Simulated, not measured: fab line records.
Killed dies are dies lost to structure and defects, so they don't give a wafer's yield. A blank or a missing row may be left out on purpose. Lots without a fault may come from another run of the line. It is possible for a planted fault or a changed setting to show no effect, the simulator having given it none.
Which tool is to blame? :: flow n5 finfet :: 36 wafers from 12 lots sampled at 4 of the route's 1938 steps

WHAT EACH GAUGE READ, for each wafer
No reading from a measuring or inspecting step in the record can be judged against a usual standard deviation.

WHICH TOOL RAN EACH LOT (tool, then ch and the chambers of the sampled wafers, then the start)
lot: L237
N5_MOL_CONTACT_COAG_ETCH_90: rie diel-03 ch 0,1,2, day 5 02:25
N5_PASSIVATION_SPUTTER_20: pvd sputter-03, day 11 06:16
N5_PASSIVATION_STRIP_34: rie diel-04 ch 1,2,3, day 11 07:34
N5_PASSIVATION_PROBE_49: -

lot: L238
N5_MOL_CONTACT_COAG_ETCH_90: rie diel-04 ch 0,2, day 5 09:16
N5_PASSIVATION_SPUTTER_20: pvd sputter-03, day 11 21:04
N5_PASSIVATION_STRIP_34: rie diel-04 ch 0,2,3, day 11 22:20
N5_PASSIVATION_PROBE_49: -

lot: L239
N5_MOL_CONTACT_COAG_ETCH_90: rie diel-04 ch 2,3, day 5 18:30
N5_PASSIVATION_SPUTTER_20: pvd sputter-02, day 12 08:29
N5_PASSIVATION_STRIP_34: rie diel-04 ch 2,3, day 12 10:22
N5_PASSIVATION_PROBE_49: -

lot: L240
N5_MOL_CONTACT_COAG_ETCH_90: rie diel-04 ch 0,1, day 6 01:17
N5_PASSIVATION_SPUTTER_20: pvd sputter-01, day 12 08:20
N5_PASSIVATION_STRIP_34: rie diel-04 ch 0,1,2, day 12 09:44
N5_PASSIVATION_PROBE_49: -

lot: L241
N5_MOL_CONTACT_COAG_ETCH_90: rie diel-03 ch 1,2,3, day 6 02:26
N5_PASSIVATION_SPUTTER_20: pvd sputter-03, day 12 23:16
N5_PASSIVATION_STRIP_34: rie diel-04 ch 0,3, day 13 01:28
N5_PASSIVATION_PROBE_49: -

lot: L243
N5_MOL_CONTACT_COAG_ETCH_90: rie diel-05 ch 0,1,3, day 6 12:03
N5_PASSIVATION_SPUTTER_20: pvd sputter-02, day 13 11:17
N5_PASSIVATION_STRIP_34: rie diel-04 ch 0,3, day 13 12:37
N5_PASSIVATION_PROBE_49: -

lot: L244
N5_MOL_CONTACT_COAG_ETCH_90: rie diel-03 ch 0,2,3, day 6 20:57
N5_PASSIVATION_SPUTTER_20: pvd sputter-01, day 13 11:38
N5_PASSIVATION_STRIP_34: rie diel-04 ch 1,2,3, day 13 13:39
N5_PASSIVATION_PROBE_49: -

lot: L245
N5_MOL_CONTACT_COAG_ETCH_90: rie diel-04 ch 0,1,3, day 7 04:41
N5_PASSIVATION_SPUTTER_20: pvd sputter-01, day 14 11:14
N5_PASSIVATION_STRIP_34: rie diel-05 ch 1,2,3, day 14 12:32
N5_PASSIVATION_PROBE_49: -

lot: L247
N5_MOL_CONTACT_COAG_ETCH_90: rie diel-03 ch 0,1, day 7 16:58
N5_PASSIVATION_SPUTTER_20: pvd sputter-01, day 14 16:00
N5_PASSIVATION_STRIP_34: rie diel-05 ch 0,2,3, day 14 17:16
N5_PASSIVATION_PROBE_49: prober-02, day 14 22:17

lot: L248
N5_MOL_CONTACT_COAG_ETCH_90: rie diel-04 ch 0,1,2, day 7 21:10
N5_PASSIVATION_SPUTTER_20: pvd sputter-02, day 15 00:29
N5_PASSIVATION_STRIP_34: rie diel-04 ch 2,3, day 15 02:01
N5_PASSIVATION_PROBE_49: prober-01, day 15 06:43

lot: L256
N5_MOL_CONTACT_COAG_ETCH_90: rie diel-03 ch 2,3, day 9 19:09
N5_PASSIVATION_SPUTTER_20: pvd sputter-01, day 17 20:17
N5_PASSIVATION_STRIP_34: rie diel-04 ch 0,3, day 17 21:41
N5_PASSIVATION_PROBE_49: -

lot: L260
N5_MOL_CONTACT_COAG_ETCH_90: rie diel-05 ch 2,3, day 10 19:52
N5_PASSIVATION_SPUTTER_20: pvd sputter-01, day 17 19:30
N5_PASSIVATION_STRIP_34: rie diel-04 ch 2,3, day 17 20:47
N5_PASSIVATION_PROBE_49: -
- N5_MOL_CONTACT_COAG_ETCH_90: etches SiARC in CF4, target depth 13 nm, time 21.7 s.
- N5_PASSIVATION_SPUTTER_20: material TaN, target thk 50 nm.
- N5_PASSIVATION_STRIP_34: strips in O2.
- N5_PASSIVATION_PROBE_49

WHAT THE TOOLS THEMSELVES READ (means of the sampled wafers that have a number; where no wafer has one, the mark that the record gives instead)
N5_MOL_CONTACT_COAG_ETCH_90. Usual: drypump motor current A 5.9 A, standard deviation 0.35; etch rf on time s 21.6 s, standard deviation 0.33; oes product au 0.66 a.u., standard deviation 0.063; rf vpp V 184.5 V, standard deviation 1.1; showerhead plenum p Torr 2.17 Torr, standard deviation 0.061; throttle valve pct 15.68 %, standard deviation 0.28.
lot: L237
tool: rie diel-03
drypump motor current A (A): 5.6
etch rf on time s (s): 21.6
oes product au (a.u.): 0.68
rf vpp V (V): 184.8
showerhead plenum p Torr (Torr): 2.18
throttle valve pct (%): 15.42
flag: 

lot: L238
tool: rie diel-04
drypump motor current A (A): 6.2
etch rf on time s (s): 21.9
oes product au (a.u.): 0.63
rf vpp V (V): 183.9
showerhead plenum p Torr (Torr): 2.19
throttle valve pct (%): 15.76
flag: 

lot: L239
tool: rie diel-04
drypump motor current A (A): 6.2
etch rf on time s (s): 21.5
oes product au (a.u.): 0.66
rf vpp V (V): 184.5
showerhead plenum p Torr (Torr): 2.14
throttle valve pct (%): 15.92
flag: 

lot: L240
tool: rie diel-04
drypump motor current A (A): 6.4
etch rf on time s (s): 21.7
oes product au (a.u.): 0.60
rf vpp V (V): 186.0
showerhead plenum p Torr (Torr): 2.21
throttle valve pct (%): 15.86
flag: 

lot: L241
tool: rie diel-03
drypump motor current A (A): 5.6
etch rf on time s (s): 21.7
oes product au (a.u.): 0.69
rf vpp V (V): 185.3
showerhead plenum p Torr (Torr): 2.16
throttle valve pct (%): 15.44
flag: 

lot: L243
tool: rie diel-05
drypump motor current A (A): 5.6
etch rf on time s (s): 21.2
oes product au (a.u.): 0.71
rf vpp V (V): 184.7
showerhead plenum p Torr (Torr): 2.20
throttle valve pct (%): 15.45
flag: 

lot: L244
tool: rie diel-03
drypump motor current A (A): 5.7
etch rf on time s (s): 21.9
oes product au (a.u.): 0.66
rf vpp V (V): 185.1
showerhead plenum p Torr (Torr): 2.20
throttle valve pct (%): 15.68
flag: 

lot: L245
tool: rie diel-04
drypump motor current A (A): 6.3
etch rf on time s (s): 21.6
oes product au (a.u.): 0.61
rf vpp V (V): 184.4
showerhead plenum p Torr (Torr): 2.18
throttle valve pct (%): 15.87
flag: 

lot: L247
tool: rie diel-03
drypump motor current A (A): 5.5
etch rf on time s (s): 21.9
oes product au (a.u.): 0.62
rf vpp V (V): 184.2
showerhead plenum p Torr (Torr): 2.10
throttle valve pct (%): 15.44
flag: 

lot: L248
tool: rie diel-04
drypump motor current A (A): 6.2
etch rf on time s (s): 22.0
oes product au (a.u.): 0.61
rf vpp V (V): 185.2
showerhead plenum p Torr (Torr): 2.18
throttle valve pct (%): 15.89
flag: 

lot: L256
tool: rie diel-03
drypump motor current A (A): 5.7
etch rf on time s (s): 21.7
oes product au (a.u.): 0.70
rf vpp V (V): 185.2
showerhead plenum p Torr (Torr): 2.22
throttle valve pct (%): 15.52
flag: 

lot: L260
tool: rie diel-05
drypump motor current A (A): 5.7
etch rf on time s (s): 21.3
oes product au (a.u.): 0.70
rf vpp V (V): 184.1
showerhead plenum p Torr (Torr): 2.11
throttle valve pct (%): 15.51
flag: 

N5_PASSIVATION_SPUTTER_20. Usual: throttle valve pct reads 30.1 % (standard deviation 0.93).
lot: L237
tool: pvd sputter-03
throttle valve pct (%): 30.4
flag: 

lot: L238
tool: pvd sputter-03
throttle valve pct (%): 30.6
flag: 

lot: L239
tool: pvd sputter-02
throttle valve pct (%): 29.3
flag: 

lot: L240
tool: pvd sputter-01
throttle valve pct (%): 31.3
flag: 

lot: L241
tool: pvd sputter-03
throttle valve pct (%): 31.2
flag: 

lot: L243
tool: pvd sputter-02
throttle valve pct (%): 29.1
flag: 

lot: L244
tool: pvd sputter-01
throttle valve pct (%): 29.8
flag: 

lot: L245
tool: pvd sputter-01
throttle valve pct (%): 29.9
flag: 

lot: L247
tool: pvd sputter-01
throttle valve pct (%): 30.7
flag: 

lot: L248
tool: pvd sputter-02
throttle valve pct (%): 29.4
flag: 

lot: L256
tool: pvd sputter-01
throttle valve pct (%): 29.9
flag: 

lot: L260
tool: pvd sputter-01
throttle valve pct (%): 30.3
flag: 

N5_PASSIVATION_STRIP_34. Usual: drypump motor current A 6.0 A, standard deviation 0.34; oes product au 0.80 a.u., standard deviation 0.1; rf vpp V 3.6 V, standard deviation 1.6; showerhead plenum p Torr 2.10 Torr, standard deviation 0.057; throttle valve pct 16.75 %, standard deviation 0.25.
lot: L237
tool: rie diel-04
drypump motor current A (A): 6.2
oes product au (a.u.): 0.80
rf vpp V (V): 3.9
showerhead plenum p Torr (Torr): 2.10
throttle valve pct (%): 16.88
flag: 

lot: L238
tool: rie diel-04
drypump motor current A (A): 6.2
oes product au (a.u.): 0.81
rf vpp V (V): 4.5
showerhead plenum p Torr (Torr): 2.10
throttle valve pct (%): 16.81
flag: 

lot: L239
tool: rie diel-04
drypump motor current A (A): 6.2
oes product au (a.u.): 0.72
rf vpp V (V): 3.1
showerhead plenum p Torr (Torr): 2.07
throttle valve pct (%): 17.01
flag: 

lot: L240
tool: rie diel-04
drypump motor current A (A): 6.3
oes product au (a.u.): 0.88
rf vpp V (V): 4.6
showerhead plenum p Torr (Torr): 2.13
throttle valve pct (%): 16.70
flag: 

lot: L241
tool: rie diel-04
drypump motor current A (A): 6.2
oes product au (a.u.): 0.80
rf vpp V (V): 2.6
showerhead plenum p Torr (Torr): 2.10
throttle valve pct (%): 16.82
flag: 

lot: L243
tool: rie diel-04
drypump motor current A (A): 6.3
oes product au (a.u.): 0.87
rf vpp V (V): 2.7
showerhead plenum p Torr (Torr): 2.13
throttle valve pct (%): 16.66
flag: 

lot: L244
tool: rie diel-04
drypump motor current A (A): 6.3
oes product au (a.u.): 0.78
rf vpp V (V): 3.4
showerhead plenum p Torr (Torr): 2.09
throttle valve pct (%): 16.89
flag: 

lot: L245
tool: rie diel-05
drypump motor current A (A): 5.6
oes product au (a.u.): 0.76
rf vpp V (V): 4.6
showerhead plenum p Torr (Torr): 2.10
throttle valve pct (%): 16.73
flag: 

lot: L247
tool: rie diel-05
drypump motor current A (A): 5.6
oes product au (a.u.): 0.79
rf vpp V (V): 2.7
showerhead plenum p Torr (Torr): 2.12
throttle valve pct (%): 16.57
flag: 

lot: L248
tool: rie diel-04
drypump motor current A (A): 6.1
oes product au (a.u.): 0.71
rf vpp V (V): 3.3
showerhead plenum p Torr (Torr): 2.06
throttle valve pct (%): 17.06
flag: 

lot: L256
tool: rie diel-04
drypump motor current A (A): 6.2
oes product au (a.u.): 0.95
rf vpp V (V): 3.0
showerhead plenum p Torr (Torr): 2.09
throttle valve pct (%): 16.56
flag: 

lot: L260
tool: rie diel-04
drypump motor current A (A): 6.1
oes product au (a.u.): 0.79
rf vpp V (V): 2.0
showerhead plenum p Torr (Torr): 2.05
throttle valve pct (%): 16.96
flag: 

N5_PASSIVATION_PROBE_49. Usual: killed_at_M0_to_M3 35, standard deviation 11; killed_at_M4_up 14, standard deviation 5.4; killed at contacts 12, standard deviation 6.2; killed at front end 38, standard deviation 11; killed at other 4.1, standard deviation 2.8; killed dies 103, standard deviation 17; killed on rim 13, standard deviation 4; killed open 66, standard deviation 13; killed short 34, standard deviation 8.2.
lot: L247
tool: prober-02
killed_at_M0_to_M3: 27
killed_at_M4_up: 13
killed at contacts: 12
killed at front end: 66
killed at other: 8.0
killed dies: 126
killed on rim: 23
killed open: 79
killed short: 44
flag: 

lot: L248
tool: prober-01
killed_at_M0_to_M3: 34
killed_at_M4_up: 20
killed at contacts: 30
killed at front end: 42
killed at other: 3.7
killed dies: 130
killed on rim: 19
killed open: 76
killed short: 31
flag: 

THE ANSWER, worked out from the rows above alone
Rule: a lot counts as off when the mean over its wafers that have a number is more than 3 standard deviations away from the usual mean. A lot without any number at a reading at which 4 lots or more have one is off too. All remaining lots with rows at the step are treated as sound. The gauges are gone through in route order, then the tools' own readings, and for those a lot's mean is taken as printed above. At the first step where some lot is off, the reading lying furthest off is the one used; lots without a number count as furthest.
No lot is off at any reading shown: from this, nothing can be told.

WHAT THE SIMULATOR PUT IN
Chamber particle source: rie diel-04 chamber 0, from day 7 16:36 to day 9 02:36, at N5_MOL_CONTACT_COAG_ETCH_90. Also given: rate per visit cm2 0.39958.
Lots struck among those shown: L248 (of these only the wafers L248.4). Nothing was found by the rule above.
